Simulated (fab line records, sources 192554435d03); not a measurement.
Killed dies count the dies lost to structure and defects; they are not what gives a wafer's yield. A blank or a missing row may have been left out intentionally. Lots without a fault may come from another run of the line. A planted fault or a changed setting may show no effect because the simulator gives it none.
A struck lot beside a sound one / flow n5-finfet / 25 out of 1938 route steps
Sound: these wafers, L798.2, L798.5, L798.6. Wafers L796.1, L796.4, L796.6 were the ones struck. The cause comes at the end.
Order at every step that has rows: each side's tool, ch and its chambers, its first start. Under that, the readings that differ: sound wafers / struck wafers / difference of the means / sigmas: that difference in standard deviations of wafers without a fault.
alike: same words and numbers on both sides, and readings whose means sit less than 2 such deviations apart. not compared: any withheld reading, any reading some wafer has no value for, any bound like >300 that may hide the same value, and any number with overlapping values for which the record gives no deviation.
A row with sigmas, a row that says differs or no value, or rows on one side alone: a step with any of these is where the two part. Numbers that don't overlap but have no deviation are shown without sigmas and don't part them. A reading that every wafer of one side lacks parts them only if that side has two wafers or more.

first, 9 steps without rows for these wafers: N5_BEOL_M15_SOFTBAKE_05 (time 60 s); N5_BEOL_M15_EXPOSE_07 (exposes mask V14); N5_BEOL_M15_PEB_08 (peb time 90 s); N5_BEOL_M15_DEVELOP_09 (develop time 45 s); N5_BEOL_M15_HARDBAKE_14 (time 120 s); N5_BEOL_M15_DESCUM_15 (chemistry O2, time 7.9 s); N5_BEOL_M15_ETCH_59 (etches BARC in N2/H2, target depth 89 nm, overetch 26.7 nm, time 67.9 s); N5_BEOL_M15_VIA_ETCH_16 (etches SiO2 in C4F8/O2/Ar, target depth 1792.2 nm); N5_BEOL_M15_STRIP_63 (strips in O2).
N5_BEOL_M15_STRIP_64: strips in O2.
  sound on rie-diel-04 ch 0,2,3, day 15 17:00; struck on rie-diel-02 ch 1,3, day 14 12:00
  alike: chamber-pressure-mTorr, drypump-motor-current-A, oes-product-au, rf-vpp-V, showerhead-plenum-p-Torr, temp-c, throttle-valve-pct
  not compared: rf-hours-counter-h
then, 12 steps without rows for these wafers: N5_BEOL_M15_STRIP_65 (strips in post etch residue remover, time 60 s); N5_BEOL_M15_SRD_66 (time 30 s, dry time 30 s); N5_BEOL_M15_COAT_56 (time 60 s, resist thk 550 nm); N5_BEOL_M15_ETCH_57 (etches SOC in N2/H2, time 750 s); N5_BEOL_M15_COAT_60 (time 60 s, resist thk 89 nm); N5_BEOL_M15_COAT_22 (resist thk 800 nm); N5_BEOL_M15_EBR_24; N5_BEOL_M15_SOFTBAKE_23 (time 60 s); N5_BEOL_M15_EXPOSE_25 (exposes mask M15, target cd 400 nm); N5_BEOL_M15_PEB_26 (peb time 90 s); N5_BEOL_M15_DEVELOP_27 (develop time 45 s); N5_BEOL_M15_HARDBAKE_32 (time 120 s).
N5_BEOL_M15_INSPECT_30: inspects for defects (macro).
  sound on defect-inspect-02, day 15 18:34; struck on defect-inspect-01, day 14 13:38
reading=raw-defect-count; sound=1 3 2; struck=>300 >300 >300; difference=differs; sigmas=
then, 1 step without rows for these wafers: N5_BEOL_M15_DESCUM_33 (chemistry O2, time 7.9 s).
N5_PASSIVATION_PROBE_49:
  record: rows for the struck wafers here (prober-01, day 15 07:37), none for the sound ones

== WHERE THEY PART ==
First at N5_BEOL_M15_INSPECT_30; last, within this record, at N5_PASSIVATION_PROBE_49.

WHY: the cause the simulator had injected
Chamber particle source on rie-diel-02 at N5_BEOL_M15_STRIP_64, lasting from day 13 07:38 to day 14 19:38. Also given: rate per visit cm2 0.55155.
